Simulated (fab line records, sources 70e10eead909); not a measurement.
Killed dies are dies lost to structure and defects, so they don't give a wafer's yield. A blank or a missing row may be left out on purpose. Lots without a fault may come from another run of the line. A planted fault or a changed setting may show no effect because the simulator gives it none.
fab line records | flow nand_harc
record lots=24 wafers=72 last_day=34
route steps=1302 shown P_BONDPAD@386 A_START@389 A_ZERO_WELL@405 A_ONON_D1@425 A_CHANNEL_HOLE_D1@463
lots that met no fault: from a run of the same line without faults
start_h: hours from the record's first day to the start of the lot's first wafer shown | wait_h: hours since the lot's step before | " the same as in the row above | L1.1+2: a row that stands for several wafers | - no value, or no start given | * or withheld: withheld | < > ~ a bound
route shown NAME@n: a module of which the file shows steps, and the number in the route of the first | usual: mean/standard deviation of fault-free wafers | same: alike in all rows | chamber/n: place in a boat | sites: the reading at each site | _std_site: their standard deviation | _edge_site: outer sites' mean less inner sites' | radius_mm: how far each site lies from the wafer's centre | mask NAME#n: copy n | behind: the tool/chamber that last shaped the wafer | hold: why the lot was held/for how many hours/how that ended | device: the transistor (n, p or np) that didn't switch | end of line: the same wafers' tests at the end of the route | a step without rows: its recipe alone | killed: dies lost to structure and defects at the first sort, not the wafer's yield | map: a wafer's dies, x killed, . not, _ none there
set.NAME: the setting as run; set.NAME@STEP: as run at that earlier step | model.NAME: the simulator's own value behind a step, which no gauge read
steps of the route over a sample of lots; a table a step, a row a wafer
services: from which hour (start_h, from the record's first day; less than 0 if before it) a tool's chamber was out of use, for how many hours, and why
## steps
# step NHARC_P_BONDPAD_ACTIVATE_29
# recipe time_s=60 n2_flow_sccm=200 ar_flow_sccm=0 bias_power_w=0 chemistry=N2
# usual drypump_motor_current_A=5.6/0.5 mfc_ar_sccm=0.008/0.01 n2_flow_sccm=200.0/0.66 oes_product_au=0.994/0.014 rf_vpp_V=64.1/0.87 showerhead_plenum_p_Torr=1.76/0.065
# columns lot.wafer tool chamber start_h wait_h drypump_motor_current_A mfc_ar_sccm n2_flow_sccm oes_product_au rf_hours_counter_h rf_vpp_V showerhead_plenum_p_Torr
L074.4 rie_diel-10 1 145.00 0.1 5.7 0 199.0 0.999 1.6 63.7 1.75
L074.1 " 3 " " 4.9 0.010 199.5 0.975 1.6 66.4 1.81
L074.6 " 1 " " 5.7 0 200.3 0.999 - 64.1 1.75
L075.3 rie_diel-10 1 147.73 0.1 5.7 0 199.4 1.006 1.7 64.5 1.75
L075.5 " 3 " " 4.9 0.010 201.1 0.979 - 65.9 1.81
L075.6 " 0 " " 5.7 0.004 199.2 0.971 - 64.3 1.72
L076.3 rie_diel-09 1 157.56 0.1 5.5 0.033 199.5 0.983 0.3 64.4 1.74
L076.5 " 2 " " 6.6 0.009 200.0 1.016 - 65.4 1.74
L076.6 " 3 " " 4.9 0 200.6 0.999 - 64.4 1.86
L078.4 rie_diel-10 2 174.14 0.1 5.2 0.007 199.6 1.014 1.8 63.2 1.86
L078.6 " 0 " " 5.7 0.004 201.1 0.984 - 62.8 1.72
L078.5 " 1 " " 5.7 0 198.6 1.008 - 62.2 1.75
L077.2 rie_diel-09 3 174.60 0.1 4.9 0 199.6 0.983 1.6 64.7 1.86
L077.3 " 0 " " 5.4 0 199.5 0.992 1.6 63.7 1.72
L077.5 " 2 " " 6.6 0.009 200.0 1.007 - 63.5 1.74
L079.1 rie_diel-09 1 189.58 0.1 5.6 0.033 200.3 0.982 1.4 63.0 1.74
L079.2 " 2 " " 6.6 0.009 200.7 1.002 1.7 64.7 1.74
L079.4 " 3 " " 4.9 0 200.0 0.990 2.2 65.8 1.86
L080.1 rie_diel-10 1 200.85 0.1 5.7 0 200.9 0.992 3.0 63.2 1.75
L080.3 " 3 " " 4.8 0.010 200.1 0.990 3.1 63.5 1.81
L080.5 " 2 " " 5.2 0.007 200.2 1.004 - 64.8 1.86
L081.1 rie_diel-09 3 208.93 0.1 4.9 0 200.7 0.978 3.8 63.8 1.86
L081.3 " 0 " " 5.4 0 199.2 1.006 3.6 64.3 1.72
L081.2 " 1 " " 5.6 0.033 199.0 0.971 3.2 64.6 1.74
L082.1 rie_diel-09 3 220.03 0.1 4.9 0 200.3 0.993 4.2 64.7 1.86
L082.3 " 0 " " 5.4 0 200.0 0.987 4.0 64.2 1.72
L082.5 " 3 " " 4.9 0 200.7 0.994 - 64.8 1.86
L083.2 rie_diel-10 3 238.11 0.1 4.9 0.010 199.9 0.984 4.1 63.7 1.81
L083.5 " 0 " " 5.7 0.004 200.7 0.994 - 65.7 1.72
L083.6 " 1 " " 5.7 0 199.7 1.006 - 64.9 1.75
L084.4 rie_diel-08 0 243.95 0.1 5.5 0.027 198.3 1.015 1.2 64.1 1.74
L084.3 " 2 " " 6.0 0 199.7 0.979 1.7 62.8 1.68
L084.5 " 3 " " 5.3 0.013 199.8 0.991 - 62.9 1.65
L085.3 rie_diel-09 3 249.31 0.1 4.9 0 200.6 0.995 5.7 64.8 1.86
L085.5 " 1 " " 5.6 0.033 200.6 0.963 - 64.1 1.74
L085.4 " 2 " " 6.5 0.009 200.8 1.000 - 63.3 1.73
L086.2 rie_diel-10 1 254.25 0.1 5.7 0 199.4 0.986 0.1 65.1 1.75
L086.6 " 3 " " 4.8 0.010 199.5 1.004 - 64.8 1.81
L086.5 " 0 " " 5.7 0.004 199.7 0.979 - 64.8 1.72
L087.1 rie_diel-08 2 263.46 0.1 6.0 0 199.8 0.983 2.4 63.8 1.68
L087.2 " 3 " " 5.3 0.013 199.3 0.988 2.9 65.0 1.65
L087.4 " 1 " " 5.9 0.007 198.9 1.000 2.1 65.3 1.83
L088.3 rie_diel-08 2 282.37 0.1 6.0 0 200.7 0.976 3.9 63.7 1.67
L088.4 " 3 " " 5.3 0.013 200.6 0.993 4.5 64.9 1.65
L088.6 " 3 " " 5.3 0.013 200.4 0.992 - 63.9 1.65
L089.3 rie_diel-09 2 282.75 0.1 6.5 0.009 199.7 1.005 7.8 63.4 1.73
L089.2 " 3 " " 4.9 0 199.8 0.993 7.7 64.1 1.86
L089.6 " 2 " " 6.6 0.009 199.2 1.010 - 63.5 1.73
L090.2 rie_diel-10 0 301.59 0.1 5.7 0.004 199.6 0.968 1.4 63.5 1.72
L090.1 " 1 " " 5.7 0 199.6 0.991 1.2 62.5 1.74
L090.3 " 2 " " 5.3 0.007 200.9 0.991 1.4 65.2 1.86
L091.1 rie_diel-08 3 308.58 0.1 5.3 0.013 200.2 0.988 5.5 63.6 1.65
L091.2 " 0 " " 5.5 0.027 200.7 1.008 5.1 63.8 1.74
L091.3 " 1 " " 5.9 0.007 200.7 0.993 4.8 65.2 1.83
L092.2 rie_diel-09 0 316.89 0.1 5.4 0 200.2 0.991 9.2 63.0 1.72
L092.1 " 1 " " 5.6 0.033 199.9 0.962 8.7 63.4 1.74
L092.5 " 0 " " 5.4 0 200.5 0.990 - 62.2 1.72
L093.2 rie_diel-08 1 326.19 0.1 5.9 0.007 199.7 0.995 5.2 62.7 1.83
L093.1 " 2 " " 6.0 0 200.2 0.992 5.4 64.7 1.67
L093.5 " 2 " " 6.0 0 200.9 0.994 - 64.7 1.67
L094.1 rie_diel-09 0 343.93 0.1 5.4 0 199.4 0.970 0.7 64.4 1.72
L094.3 " 2 " " 6.6 0.009 201.1 1.019 0.7 63.7 1.73
L094.5 " 0 " " 5.4 0 199.8 0.970 - 64.6 1.72
L095.1 rie_diel-09 2 345.09 0.1 6.6 0.009 200.3 1.028 0.8 63.7 1.73
L095.2 " 3 " " 4.9 0 199.6 0.996 0.9 64.3 1.86
L095.3 " 1 " " 5.5 0.033 201.0 1.017 0.6 63.9 1.74
L096.3 rie_diel-10 1 355.50 0.1 5.7 0 201.2 0.990 3.4 65.0 1.74
L096.4 " 3 " " 4.8 0.010 199.9 0.994 3.2 64.3 1.81
L096.1 " 0 " " 5.7 0.004 199.5 0.993 3.3 62.7 1.72
L097.2 rie_diel-10 0 374.50 0.1 5.7 0.004 200.0 1.006 3.6 63.2 1.72
L097.5 " 1 " " 5.7 0 199.2 0.988 - 64.4 1.74
L097.6 " 2 " " 5.3 0.007 199.1 1.008 - 65.4 1.86
# step NHARC_A_START_INSPECT_01
# usual raw_defect_count=3.6/1.9
# columns lot.wafer tool chamber start_h wait_h raw_defect_count
L074.1 defect_inspect-02 - 145.40 - 3
L074.4 " - " " 6
L074.6 " - " " 4
L075.3 defect_inspect-02 - 148.12 - 3
L075.5 " - " " 5
L075.6 " - " " 4
L076.3 defect_inspect-01 - 157.93 - 5
L076.5 " - " " 5
L076.6 " - " " 4
L078.4 defect_inspect-02 - 174.53 - 1
L078.5 " - " " 1
L078.6 " - " " 4
L077.2 defect_inspect-01 - 174.99 - 2
L077.3 " - " " 6
L077.5 " - " " 2
L079.1 defect_inspect-02 - 189.98 - 5
L079.2 " - " " 5
L079.4 " - " " 2
L080.1 defect_inspect-01 - 201.25 - 5
L080.3 " - " " 6
L080.5 " - " " 4
L081.1 defect_inspect-01 - 209.33 - 4
L081.2 " - " " 2
L081.3 " - " " 7
L082.1 defect_inspect-02 - 220.42 - 3
L082.3 " - " " 7
L082.5 " - " " 2
L083.2 defect_inspect-01 - 238.47 - 5
L083.5 " - " " 3
L083.6 " - " " 4
L084.3 defect_inspect-01 - 244.34 - 1
L084.4 " - " " 4
L084.5 " - " " 0
L085.3 defect_inspect-01 - 249.74 - 2
L085.4 " - " " 2
L085.5 " - " " 2
L086.2 defect_inspect-01 - 254.63 - 4
L086.5 " - " " 2
L086.6 " - " " 5
L087.1 defect_inspect-02 - 263.87 - 6
L087.2 " - " " 2
L087.4 " - " " 6
L088.3 defect_inspect-02 - 282.77 - 6
L088.4 " - " " 4
L088.6 " - " " 1
L089.2 defect_inspect-02 - 283.16 - 3
L089.3 " - " " 3
L089.6 " - " " 8
L090.1 defect_inspect-01 - 302.03 - 1
L090.2 " - " " 7
L090.3 " - " " 2
L091.1 defect_inspect-01 - 308.97 - 5
L091.2 " - " " 5
L091.3 " - " " 5
L092.1 defect_inspect-02 - 317.29 - 1
L092.2 " - " " 4
L092.5 " - " " 3
L093.1 defect_inspect-02 - 326.60 - 2
L093.2 " - " " 5
L093.5 " - " " 4
L094.1 defect_inspect-01 - 344.33 - 5
L094.3 " - " " 1
L094.5 " - " " 5
L095.1 defect_inspect-01 - 345.50 - 5
L095.2 " - " " 3
L095.3 " - " " 5
L096.1 defect_inspect-01 - 355.90 - 7
L096.3 " - " " 4
L096.4 " - " " 2
L097.2 defect_inspect-02 - 374.88 - 1
L097.5 " - " " 4
L097.6 " - " " 4
# step NHARC_A_ZERO_WELL_ETCH_13
# recipe target_depth_a=1200 time_s=40.1 hbr_flow_sccm=150 cl2_flow_sccm=50 rf_w=400 icp_w=400 bias_w=100 chemistry=HBr/Cl2
# usual bias_w=100.0/0.32 drypump_motor_current_A=6.0/0.46 oes_product_au=1.002/0.013 throttle_valve_pct=26.406/0.0095
# columns lot.wafer tool chamber start_h wait_h bias_w drypump_motor_current_A oes_product_au rf_hours_counter_h throttle_valve_pct
L074.1 rie_si-03 2 146.63 - 100.2 5.3 1.011 0.59 26.408
L074.4 " 3 " " 100.3 5.6 1.007 0.60 26.400
L074.6 " 0 " " 100.3 6.5 1.029 - 26.407
L075.3 rie_si-03 0 149.36 - 99.4 6.5 1.009 0.53 26.397
L075.6 " 1 " " 100.2 6.3 0.981 - 26.404
L075.5 " 2 " " 99.8 5.3 0.991 - 26.401
L076.3 rie_si-02 0 159.05 - 100.5 6.0 1.008 0.45 26.385
L076.6 " 1 " " 99.9 6.4 1.011 - 26.393
L076.5 " 2 " " 99.7 5.9 0.995 - 26.407
L078.4 rie_si-06 1 175.62 - 99.8 5.4 1.011 0.69 26.406
L078.6 " 0 " " 100.6 5.3 0.993 - 26.403
L078.5 " 1 " " 99.3 5.4 1.008 - 26.400
L077.2 rie_si-03 2 176.25 - 99.7 5.4 0.993 0.78 26.408
L077.3 " 3 " " 99.8 5.6 1.004 0.76 26.409
L077.5 " 1 " " 100.0 6.3 0.995 - 26.410
L079.2 rie_si-02 1 191.18 - 99.7 6.4 1.014 0.53 26.413
L079.1 " 3 " " 100.2 6.4 0.994 0.53 26.428
L079.4 " 0 " " 99.5 6.0 1.014 0.66 26.399
L080.3 rie_si-06 1 202.32 - 100.1 5.4 1.024 0.87 26.400
L080.1 " 2 " " 100.0 6.3 1.012 0.78 26.416
L080.5 " 2 " " 99.8 6.4 1.020 - 26.408
L081.3 rie_si-02 0 210.57 - 100.2 6.0 1.018 0.73 26.415
L081.1 " 2 " " 100.6 5.9 0.969 0.58 26.412
L081.2 " 3 " " 100.2 6.5 0.981 0.57 26.401
L082.3 rie_si-02 0 221.56 - 99.7 6.0 1.037 0.84 26.410
L082.1 " 1 " " 100.3 6.4 1.019 0.73 26.386
L082.5 " 2 " " 99.8 5.9 1.006 - 26.410
L083.2 rie_si-02 2 239.68 - 99.7 5.9 0.995 0.79 26.402
L083.6 " 2 " " 100.0 5.9 0.977 - 26.404
L083.5 " 3 " " 100.3 6.4 0.998 - 26.399
L084.3 rie_si-02 1 245.41 - 100.3 6.4 1.020 0.84 26.406
L084.4 " 0 " " 100.3 6.0 1.015 0.99 26.409
L084.5 " 1 " " 100.1 6.4 1.022 - 26.404
L085.3 rie_si-03 0 250.81 - 99.9 6.5 1.001 0.17 26.404
L085.4 " 2 " " 99.7 5.3 0.987 0.11 26.389
L085.5 " 0 " " 100.1 6.5 1.016 - 26.405
L086.2 rie_si-02 1 255.72 - 100.3 6.4 1.011 0.95 26.415
L086.6 " 3 " " 100.2 6.4 1.002 - 26.407
L086.5 " 1 " " 100.0 6.4 1.013 - 26.391
L087.4 rie_si-06 0 264.97 - 99.8 5.3 0.990 0.04 26.387
L087.1 " 1 " " 99.3 5.4 0.997 0.04 26.396
L087.2 " 2 " " 99.5 6.4 0.987 0.02 26.412
L088.3 rie_si-06 1 284.02 - 100.4 5.4 1.009 0.18 26.401
L088.6 " 2 " " 100.4 6.3 1.007 - 26.396
L088.4 " 0 " " 100.7 5.3 0.987 - 26.393
L089.2 rie_si-03 1 284.40 - 99.4 6.3 0.998 0.34 26.411
L089.3 " 2 " " 100.2 5.3 0.990 0.38 26.426
L089.6 " 1 " " 99.3 6.3 0.996 - 26.410
L090.1 rie_si-06 0 303.10 - 99.8 5.3 0.997 0.37 26.400
L090.2 " 1 " " 100.2 5.4 1.004 0.35 26.399
L090.3 " 1 " " 99.9 5.4 1.004 - 26.411
L091.2 rie_si-06 1 310.05 - 99.7 5.4 1.013 0.47 26.414
L091.1 " 2 " " 99.6 6.4 0.997 0.33 26.417
L091.3 " 0 " " 100.5 5.3 0.988 0.48 26.405
L092.2 rie_si-02 0 318.50 - 100.7 6.1 1.007 0.15 26.401
L092.1 " 1 " " 100.2 6.4 1.001 0.00 26.412
L092.5 " 3 " " 101.2 6.5 0.998 - 26.405
L093.1 rie_si-06 1 327.82 - 100.1 5.4 1.009 0.53 26.395
L093.2 " 2 " " 100.0 6.3 1.002 0.41 26.386
L093.5 " 0 " " 100.6 5.3 0.998 - 26.416
L094.3 rie_si-02 2 345.53 - 100.1 5.9 1.005 0.36 26.439
L094.1 " 3 " " 100.0 6.4 0.993 0.30 26.391
L094.5 " 2 " " 100.1 5.9 1.006 - 26.424
L095.2 rie_si-06 1 346.59 - 99.9 5.4 0.995 0.62 26.402
L095.3 " 3 " " 100.0 6.4 1.015 0.25 26.392
L095.1 " 0 " " 99.7 5.3 1.000 0.66 26.414
L096.4 rie_si-03 3 357.12 - 100.2 5.6 0.982 0.87 26.394
L096.1 " 0 " " 99.1 6.5 0.988 0.95 26.407
L096.3 " 1 " " 99.9 6.3 0.983 0.91 26.402
L097.2 rie_si-06 0 375.96 - 100.0 5.3 0.986 0.81 26.405
L097.5 " 0 " " 100.1 5.3 0.986 - 26.411
L097.6 " 1 " " 100.1 5.4 1.011 - 26.403
# step NHARC_A_ONON_D1_THK_MEAS_02
# recipe thk_meas_gauge=ellipsometry
# usual thk_nm=1001/8.5
# columns lot.wafer tool chamber start_h wait_h thk_nm
L074.1 film_metro-01 - 168.29 - 991
L074.4 " - " " 994
L074.6 " - " " 992
L075.3 film_metro-02 - 171.62 - 991
L075.5 " - " " 993
L075.6 " - " " 991
L076.3 film_metro-02 - 180.51 - 1001
L076.5 " - " " 1003
L076.6 " - " " 1003
L077.2 film_metro-01 - 199.61 - 993
L077.3 " - " " 992
L077.5 " - " " 993
L078.4 film_metro-02 - 199.62 - 992
L078.5 " - " " 990
L078.6 " - " " 993
L079.1 film_metro-01 - 217.69 - 1005
L079.2 " - " " 1004
L079.4 " - " " 1005
L080.1 film_metro-02 - 225.99 - 997
L080.3 " - " " 998
L080.5 " - " " 998
L081.1 film_metro-01 - 234.32 - 987
L081.2 " - " " 989
L081.3 " - " " 988
L082.1 film_metro-02 - 243.18 - 999
L082.3 " - " " 998
L082.5 " - " " 1000
L083.2 film_metro-01 - 262.52 - 1009
L083.5 " - " " 1006
L083.6 " - " " 1007
L084.3 film_metro-01 - 268.99 - 1017
L084.4 " - " " 1017
L084.5 " - " " 1017
L086.2 film_metro-01 - 275.01 - 994
L086.5 " - " " 994
L086.6 " - " " 994
L085.3 film_metro-02 - 275.02 - 1011
L085.4 " - " " 1011
L085.5 " - " " 1010
L087.1 film_metro-02 - 289.81 - 997
L087.2 " - " " 997
L087.4 " - " " 998
L089.2 film_metro-01 - 307.16 - 1007
L089.3 " - " " 1007
L089.6 " - " " 1009
L088.3 film_metro-01 - 307.17 - 1019
L088.4 " - " " 1019
L088.6 " - " " 1018
L090.1 film_metro-02 - 327.25 - 994
L090.2 " - " " 997
L090.3 " - " " 997
L091.1 film_metro-01 - 333.24 - 999
L091.2 " - " " 997
L091.3 " - " " 997
L092.1 film_metro-01 - 341.30 - 1001
L092.2 " - " " 1000
L092.5 " - " " 1001
L093.1 film_metro-02 - 349.56 - 987
L093.2 " - " " 989
L093.5 " - " " 989
L095.1 film_metro-02 - 367.91 - 1011
L095.2 " - " " 1011
L095.3 " - " " 1012
L094.1 film_metro-01 - 367.91 - 1006
L094.3 " - " " 1009
L094.5 " - " " 1009
L096.1 film_metro-01 - 378.89 - 1006
L096.3 " - " " 1006
L096.4 " - " " 1006
L097.2 film_metro-01 - 397.51 - 998
L097.5 " - " " 1000
L097.6 " - " " 997
# step NHARC_A_CHANNEL_HOLE_D1_OVL_MEAS_11
# usual overlay_x_nm=0.1/1.2 overlay_y_nm=0.2/0.73
# columns lot.wafer tool chamber start_h wait_h overlay_x_nm overlay_y_nm
L075.3 overlay-01 - 187.24 - 0.0 -0.1
L075.5 " - " " -0.2 0.2
L075.6 " - " " 0.0 -0.2
L074.1 overlay-02 - 188.09 - 0.5 1.3
L074.4 " - " " 1.0 1.2
L074.6 " - " " 0.4 0.9
L076.3 overlay-02 - 199.92 - 0.9 1.1
L076.5 " - " " 0.6 0.5
L076.6 " - " " 0.4 1.1
L078.4 overlay-01 - 215.89 - -0.3 0.4
L078.5 " - " " -0.2 -0.1
L078.6 " - " " -0.4 0.3
L077.2 overlay-01 - 217.65 - 0.0 0.3
L077.3 " - " " 0.1 0.2
L077.5 " - " " 0.4 0.0
L079.1 overlay-01 - 235.81 - -1.4 1.4
L079.2 " - " " -2.0 1.3
L079.4 " - " " -1.5 1.6
L080.1 overlay-02 - 243.92 - 1.0 0.2
L080.3 " - " " 1.4 -0.3
L080.5 " - " " 1.0 -0.5
L081.1 overlay-02 - 251.41 - -1.3 -0.1
L081.2 " - " " -1.1 -0.1
L081.3 " - " " -0.6 -0.3
L082.1 overlay-01 - 264.01 - -0.4 0.3
L082.3 " - " " -0.8 0.4
L082.5 " - " " -1.1 0.6
L083.2 overlay-01 - 279.18 - -2.3 -1.2
L083.5 " - " " -2.7 -1.0
L083.6 " - " " -2.2 -1.1
L084.3 overlay-02 - 285.81 - 1.8 0.0
L084.4 " - " " 1.7 -0.1
L084.5 " - " " 1.9 -0.7
L085.3 overlay-02 - 290.65 - 1.5 0.0
L085.4 " - " " 1.3 0.3
L085.5 " - " " 1.5 0.2
L086.2 overlay-02 - 290.68 - 0.8 -0.4
L086.5 " - " " 1.2 0.0
L086.6 " - " " 1.4 0.4
L087.1 overlay-01 - 307.46 - 0.4 -0.7
L087.2 " - " " -0.4 -0.8
L087.4 " - " " 0.2 -0.4
L088.3 overlay-01 - 322.65 - 0.3 0.7
L088.4 " - " " -0.1 0.2
L088.6 " - " " 0.6 0.1
L089.2 overlay-01 - 322.89 - -1.5 -0.6
L089.3 " - " " -0.8 -0.6
L089.6 " - " " -0.7 0.0
L090.1 overlay-02 - 342.98 - 1.8 -0.3
L090.2 " - " " 1.8 0.1
L090.3 " - " " 2.1 0.2
L091.1 overlay-02 - 352.53 - 1.7 0.4
L091.2 " - " " 1.0 0.3
L091.3 " - " " 0.5 0.8
L092.1 overlay-02 - 358.24 - -2.7 1.4
L092.2 " - " " -2.3 1.6
L092.5 " - " " -2.9 1.7
L093.1 overlay-02 - 365.27 - 0.1 -0.3
L093.2 " - " " 0.2 -0.3
L093.5 " - " " 0.0 -1.0
L095.1 overlay-02 - 389.36 - 0.7 0.7
L095.2 " - " " 0.3 0.9
L095.3 " - " " 0.1 0.0
L094.1 overlay-01 - 389.66 - -1.4 1.7
L094.3 " - " " -1.3 1.2
L094.5 " - " " -0.3 1.7
L096.1 overlay-01 - 396.97 - 0.0 -0.6
L096.3 " - " " 0.0 -0.4
L096.4 " - " " -0.3 -1.0
L097.2 overlay-02 - 414.74 - 1.0 0.5
L097.5 " - " " 1.5 0.6
L097.6 " - " " 0.7 0.1
# step NHARC_A_CHANNEL_HOLE_D1_CD_MEAS_18
# usual cd_nm=99/3.1
# columns lot.wafer tool chamber start_h wait_h cd_nm
L075.3 cd_sem-01 - 188.45 - 102
L075.5 " - " " 95
L075.6 " - " " 97
L074.1 cd_sem-02 - 189.29 - 101
L074.4 " - " " 98
L074.6 " - " " 97
L076.3 cd_sem-01 - 201.13 - 95
L076.5 " - " " 100
L076.6 " - " " 98
L078.4 cd_sem-02 - 217.10 - 96
L078.5 " - " " 97
L078.6 " - " " 103
L077.2 cd_sem-01 - 218.86 - 94
L077.3 " - " " 101
L077.5 " - " " 97
L079.1 cd_sem-02 - 237.02 - 101
L079.2 " - " " 97
L079.4 " - " " 97
L080.1 cd_sem-02 - 245.12 - 105
L080.3 " - " " 98
L080.5 " - " " 96
L081.1 cd_sem-02 - 252.62 - 102
L081.2 " - " " 97
L081.3 " - " " 95
L082.1 cd_sem-02 - 265.22 - 95
L082.3 " - " " 101
L082.5 " - " " 103
L083.2 cd_sem-02 - 280.38 - 100
L083.5 " - " " 106
L083.6 " - " " 99
L084.3 cd_sem-01 - 287.02 - 99
L084.4 " - " " 97
L084.5 " - " " 106
L085.3 cd_sem-02 - 291.86 - 101
L085.4 " - " " 97
L085.5 " - " " 96
L086.2 cd_sem-01 - 291.90 - 97
L086.5 " - " " 97
L086.6 " - " " 100
L087.1 cd_sem-02 - 308.66 - 103
L087.2 " - " " 100
L087.4 " - " " 101
L088.3 cd_sem-02 - 323.86 - 101
L088.4 " - " " 94
L088.6 " - " " 102
L089.2 cd_sem-03 - 324.21 - 98
L089.3 " - " " 98
L089.6 " - " " 98
L090.1 cd_sem-03 - 344.29 - 100
L090.2 " - " " 102
L090.3 " - " " 101
L091.1 cd_sem-03 - 353.72 - 95
L091.2 " - " " 98
L091.3 " - " " 106
L092.1 cd_sem-02 - 359.45 - 101
L092.2 " - " " 95
L092.5 " - " " 103
L093.1 cd_sem-03 - 366.47 - 101
L093.2 " - " " 96
L093.5 " - " " 100
L095.1 cd_sem-03 - 390.56 - 97
L095.2 " - " " 105
L095.3 " - " " 98
L094.1 cd_sem-02 - 390.86 - 97
L094.3 " - " " 95
L094.5 " - " " 96
L096.1 cd_sem-02 - 399.17 - 97
L096.3 " - " " 101
L096.4 " - " " 93
L097.2 cd_sem-03 - 416.11 - 96
L097.5 " - " " 96
L097.6 " - " " 103
## services
# columns tool chamber start_h hours kind
rie_diel-10 - 122.26 5.2 repair
rie_diel-09 - 136.85 0.6 repair
rie_diel-09 - 143.10 9.0 pm
rie_si-02 1 169.50 6.8 repair
rie_diel-08 0 179.01 24.6 repair
rie_si-02 1 203.76 2.3 repair
rie_si-03 - 221.00 9.0 pm
rie_diel-10 0 230.78 2.4 repair
rie_diel-09 3 239.71 6.7 repair
rie_diel-10 - 242.50 9.0 pm
rie_diel-09 0 246.91 4.1 repair
rie_si-06 - 249.00 9.0 pm
rie_si-02 0 252.10 18.4 repair
rie_diel-10 - 263.29 1.1 repair
rie_diel-10 0 266.94 6.7 repair
rie_si-02 3 271.65 7.8 repair
rie_si-02 - 277.07 9.0 pm
rie_si-06 3 281.64 33.7 repair
rie_si-02 1 292.31 22.1 repair
rie_si-06 - 294.00 0.8 repair
rie_diel-09 2 296.37 13.2 repair
rie_diel-10 3 298.43 4.2 repair
rie_si-06 2 298.47 7.2 repair
rie_diel-09 - 320.10 9.0 pm
## key
fault none
